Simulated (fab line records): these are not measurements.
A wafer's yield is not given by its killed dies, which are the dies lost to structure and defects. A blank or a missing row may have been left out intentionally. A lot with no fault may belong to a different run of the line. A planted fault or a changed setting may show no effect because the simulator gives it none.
The tool behind it: which one? -- flow nand harc -- 24 lots with 72 wafers sampled at 5 steps, on a route of 1302 steps

WHAT THE GAUGES READ, wafer by wafer
NHARC_A_CONTACT_CD_MEAS_08: the cd target is 200 nm.
lot,measured,on,cd nm (nm)
L074,day 22 04:44,cd sem-01,201.0 200.9 200.6
L076,day 22 17:11,cd sem-02,201.0 199.5 199.7
L075,day 22 19:49,cd sem-01,199.4 199.2 199.8
L078,day 23 05:28,cd sem-02,199.3 199.9 199.6
L077,day 23 12:38,cd sem-03,200.6 200.8 200.9
L079,day 23 14:16,cd sem-02,200.0 200.2 200.5
L081,day 24 03:09,cd sem-02,201.1 201.3 200.8
L080,day 24 08:48,cd sem-01,200.3 200.9 200.8
L083,day 25 07:25,cd sem-02,199.8 200.2 200.4
L082,day 25 12:22,cd sem-01,200.9 200.3 201.5
L085,day 26 05:56,cd sem-02,200.1 199.8 199.5
L084,day 26 06:18,cd sem-03,200.2 199.7 199.9
L087,day 27 12:10,cd sem-01,200.7 199.5 200.2
L086,day 27 12:23,cd sem-01,200.6 200.1 200.0
L088,day 28 06:14,cd sem-02,199.0 200.1 200.0
L091,day 28 09:58,cd sem-02,200.4 200.1 199.9
L090,day 28 11:41,cd sem-01,200.1 200.0 200.0
L089,day 28 15:23,cd sem-01,199.6 199.6 199.7
L092,day 29 08:44,cd sem-01,200.7 200.7 200.8
L093,day 30 10:32,cd sem-02,200.8 200.5 200.7
L095,day 30 10:53,cd sem-02,199.3 199.6 200.6
L094,day 30 16:01,cd sem-03,199.0 199.8 200.3
L096,day 31 04:47,cd sem-02,200.2 200.0 199.7
L097,day 32 10:20,cd sem-01,200.9 200.3 200.5

EACH LOT AND THE TOOL THAT RAN IT (in order: tool; ch and the chambers of the sampled wafers; start)
lot,NHARC_A_CONTACT_ETCH_119,NHARC_A_CONTACT_ETCH_121,NHARC_A_CONTACT_ETCH_76,NHARC_A_CONTACT_ETCH_127
L074,"har cap etch-03 ch 0,1, day 21 10:41","har cap etch-03 ch 0,1, day 21 11:02","rie diel-01 ch 0,1,2, day 21 23:20 or earlier","har cap etch-02 ch 0,1, day 21 23:20"
L076,"har cap etch-03 ch 0,1, day 22 02:11","har cap etch-03 ch 0,1, day 22 02:31","rie diel-08 ch 0,2, day 22 11:21 or earlier","har cap etch-01 ch 0,1, day 22 11:21"
L075,"har cap etch-02 ch 0,1, day 22 02:35","har cap etch-02 ch 0,1, day 22 02:55","rie diel-05 ch 1,2, day 22 12:09 or earlier","har cap etch-02 ch 0,1, day 22 12:09"
L078,"har cap etch-03 ch 1, day 22 11:18","har cap etch-03 ch 1, day 22 11:38","rie diel-01 ch 1,2, day 22 20:34 or earlier","har cap etch-03 ch 0,1, day 22 20:34"
L077,"har cap etch-03 ch 0,1, day 22 18:29","har cap etch-03 ch 0,1, day 22 18:50","rie diel-05 ch 0,1, day 23 06:08 or earlier","har cap etch-01 ch 0,1, day 23 06:08"
L079,"har cap etch-01 ch 0,1, day 22 19:04","har cap etch-01 ch 0,1, day 22 19:32","rie diel-05 ch 0,2, day 23 06:46 or earlier","har cap etch-03 ch 0,1, day 23 06:46"
L081,"har cap etch-01 ch 0,1, day 23 11:53","har cap etch-01 ch 0,1, day 23 12:13","rie diel-01 ch 2,3, day 23 21:11 or earlier","har cap etch-02 ch 0,1, day 23 21:11"
L080,"har cap etch-03 ch 0,1, day 23 16:01","har cap etch-03 ch 0,1, day 23 16:25","rie diel-05 ch 1,2,3, day 24 02:53 or earlier","har cap etch-01 ch 0,1, day 24 02:53"
L083,"har cap etch-01 ch 0,1, day 24 16:25","har cap etch-01 ch 0,1, day 24 16:46","rie diel-01 ch 0,2,3, day 25 01:56 or earlier","har cap etch-02 ch 0,1, day 25 01:56"
L082,"har cap etch-03 ch 0,1, day 24 21:13","har cap etch-03 ch 0,1, day 24 21:33","rie diel-01 ch 1,2, day 25 06:20 or earlier","har cap etch-01 ch 0, day 25 06:20"
L085,"har cap etch-02 ch 0,1, day 25 13:37","har cap etch-02 ch 0,1, day 25 13:57","rie diel-05 ch 1,2, day 25 23:40 or earlier","har cap etch-02 ch 0,1, day 25 23:40"
L084,"har cap etch-01 ch 0,1, day 25 14:46","har cap etch-01 ch 0,1, day 25 15:06","rie diel-08 ch 0,1,2, day 25 23:57 or earlier","har cap etch-01 ch 0,1, day 25 23:57"
L087,"har cap etch-01 ch 0,1, day 26 13:49","har cap etch-01 ch 0,1, day 26 14:09","rie diel-05 ch 0,1, day 27 05:11 or earlier","har cap etch-03 ch 0,1, day 27 05:11"
L086,"har cap etch-02 ch 0,1, day 26 15:58","har cap etch-02 ch 0,1, day 26 16:19","rie diel-05 ch 0,3, day 27 06:49 or earlier","har cap etch-01 ch 0,1, day 27 06:49"
L088,"har cap etch-02 ch 0,1, day 27 12:11","har cap etch-02 ch 0,1, day 27 12:31","rie diel-01 ch 1,2,3, day 27 23:51 or earlier","har cap etch-02 ch 0,1, day 27 23:51"
L091,"har cap etch-02 ch 0,1, day 27 17:59","har cap etch-02 ch 0,1, day 27 18:20","rie diel-05 ch 0,1,2, day 28 04:31 or earlier","har cap etch-01 ch 0,1, day 28 04:31"
L090,"har cap etch-01 ch 0,1, day 27 20:03","har cap etch-01 ch 0,1, day 27 20:23","rie diel-08 ch 1,2, day 28 05:36 or earlier","har cap etch-03 ch 0,1, day 28 05:36"
L089,"har cap etch-03 ch 0,1, day 27 20:37","har cap etch-03 ch 0,1, day 27 20:56","rie diel-05 ch 0,2, day 28 07:37 or earlier","har cap etch-02 ch 0, day 28 07:37"
L092,"har cap etch-02 ch 0,1, day 28 17:44","har cap etch-02 ch 0,1, day 28 18:11","rie diel-05 ch 1,2,3, day 29 03:08 or earlier","har cap etch-01 ch 0,1, day 29 03:08"
L093,"har cap etch-02 ch 0,1, day 29 18:38","har cap etch-02 ch 0,1, day 29 18:58","rie diel-05 ch 0,1,2, day 30 04:33 or earlier","har cap etch-02 ch 0,1, day 30 04:33"
L095,"har cap etch-01 ch 0,1, day 29 18:52","har cap etch-01 ch 0,1, day 29 19:13","rie diel-01 ch 0,1, day 30 05:21 or earlier","har cap etch-01 ch 0,1, day 30 05:21"
L094,"har cap etch-03 ch 1, day 29 21:49","har cap etch-03 ch 1, day 29 22:10","rie diel-05 ch 0,1, day 30 10:30 or earlier","har cap etch-03 ch 0,1, day 30 10:30"
L096,"har cap etch-03 ch 0,1, day 30 13:52","har cap etch-03 ch 0,1, day 30 14:13","rie diel-08 ch 0,1,2, day 30 23:15 or earlier","har cap etch-01 ch 0,1, day 30 23:15"
L097,"har cap etch-02 ch 0,1, day 31 13:46","har cap etch-02 ch 0,1, day 31 14:07","rie diel-05 ch 0,1,3, day 32 04:57 or earlier","har cap etch-02 ch 0,1, day 32 04:57"
- NHARC_A_CONTACT_ETCH_119: etches the open film in C4F8/O2/Ar, time 190 s, target depth 1850 nm.
- NHARC_A_CONTACT_ETCH_121: etches the open film in C4F8/O2/Ar, time 190 s, target depth 1850 nm.
- NHARC_A_CONTACT_ETCH_76: etches the open film in N2/H2, target depth 260 nm, time 475.3 s.
- NHARC_A_CONTACT_ETCH_127: etches the open film in C4F8/O2/Ar, time 197 s, target depth 1918 nm.

WHAT THE TOOLS THEMSELVES READ (means of the sampled wafers that have a number; where no wafer has one, the mark that the record gives instead)
NHARC_A_CONTACT_ETCH_76.
lot,tool,drypump motor current A (A),oes product au (a.u.),rf vpp V (V),showerhead plenum p Torr (Torr),throttle valve pct (%)
L074,rie diel-01,5.88,1.003,428.6,1.97,14.170
L076,rie diel-08,5.78,0.994,426.2,1.89,14.173
L075,rie diel-05,5.61,0.999,428.1,1.96,14.176
L078,rie diel-01,6.11,1.000,428.8,1.97,14.158
L077,rie diel-05,5.46,0.986,432.2,2.08,14.175
L079,rie diel-05,5.59,1.008,428.5,1.98,14.176
L081,rie diel-01,5.97,0.991,427.8,1.93,14.176
L080,rie diel-05,5.59,0.995,428.6,1.97,14.170
L083,rie diel-01,5.75,0.996,427.6,1.94,14.167
L082,rie diel-01,6.09,1.004,428.0,1.96,14.168
L085,rie diel-05,5.52,1.009,433.0,2.15,14.176
L084,rie diel-08,5.71,0.998,432.1,2.10,14.167
L087,rie diel-05,5.44,1.006,432.3,2.08,14.170
L086,rie diel-05,5.55,1.001,428.9,1.99,14.174
L088,rie diel-01,5.94,0.994,427.6,1.94,14.169
L091,rie diel-05,5.54,1.004,432.7,2.11,14.182
L090,rie diel-08,5.72,0.998,430.1,1.99,14.174
L089,rie diel-05,5.57,1.004,432.9,2.08,14.171
L092,rie diel-05,5.60,1.001,431.6,2.07,14.167
L093,rie diel-05,5.56,1.007,432.6,2.11,14.179
L095,rie diel-01,5.67,1.001,428.1,1.96,14.176
L094,rie diel-05,5.49,1.006,430.3,2.05,14.167
L096,rie diel-08,5.70,0.998,431.5,2.09,14.173
L097,rie diel-05,5.52,1.001,429.8,2.01,14.170

THE ANSWER, worked out from the rows above alone
Rule: the lots themselves supply what counts as usual. Put in order of their means at a reading, lots are off if they are a third of the lots or fewer, leave a main group of 4 or more, and stand apart from it by a gap of 3 or more times the standard deviation of the main group's means; of several such gaps the widest counts. If all means in a main group match to the digits the tables above print for the reading, that group is not used. Also off: a lot with no number at a reading for which 4 or more lots have one. Any other lot the step has rows for is counted as sound. The gauges are gone through in route order, then the tools' own readings, and for those a lot's mean is taken as printed above. The first step at which some lot is off is used, and at that step the reading that is off furthest; a lot without a number counts as furthest.
No lot is off on any of the readings shown, so nothing can be concluded from this.

WHAT HAD BEEN PUT IN BY THE SIMULATOR
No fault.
